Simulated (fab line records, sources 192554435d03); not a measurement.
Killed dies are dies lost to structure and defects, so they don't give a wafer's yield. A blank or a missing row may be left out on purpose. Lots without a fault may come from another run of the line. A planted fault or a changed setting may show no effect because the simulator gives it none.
Chamber matching | flow n5_finfet | N5_PMOS_HMC_CHANNEL_EPI_STRIP_33 on rie_diel-06: 4 sister chambers
The step strips in N2/H2. 8 wafers are shown with their chamber, then 6 later ones without.

WAFERS WITH THEIR CHAMBER
wafer  | chamber | showerhead_plenum_p_Torr (Torr) | throttle_valve_pct (%)
L084.1 | 0       | 3.43                            | 19.04
L084.3 | 1       | 3.27                            | 18.69
L084.4 | 3       | 3.49                            | 18.90
L084.5 | 2       | 3.21                            | 18.99
L084.6 | 3       | 3.49                            | 18.90
L086.1 | 2       | 3.20                            | 19.00
L086.2 | 0       | 3.43                            | 19.10
L086.3 | 1       | 3.26                            | 18.70

WAFERS WITHOUT THEIR CHAMBER
wafer  | showerhead_plenum_p_Torr (Torr) | throttle_valve_pct (%)
L086.4 | 3.49                            | 18.92
L086.5 | 3.49                            | 18.91
L086.6 | 3.43                            | 19.13
L088.1 | 3.49                            | 18.92
L088.3 | 3.42                            | 19.09
L088.5 | 3.20                            | 18.95

WHICH CHAMBER EACH WENT THROUGH
wafer  | from the rows above | in truth
L086.4 | 3                   | 3
L086.5 | 3                   | 3
L086.6 | 0                   | 0
L088.1 | 3                   | 3
L088.3 | 0                   | 0
L088.5 | 2                   | 2
Placed correctly: 6 of 6. Can't be placed from these rows: 0. Placed wrongly: 0.
How it was worked out, from the rows above alone: a wafer's distance from a chamber is the root of the sum, over the readings, of the square of ((its reading less the chamber's mean) divided by the reading's scatter). The wafer belongs to the nearest chamber; if the next one is less than 2 further off, it can't be placed. A chamber's mean is the mean of its shown wafers. The scatter: the root of (the sum of the squares of (reading less its chamber's mean) over the shown wafers, divided by (wafers less chambers)).
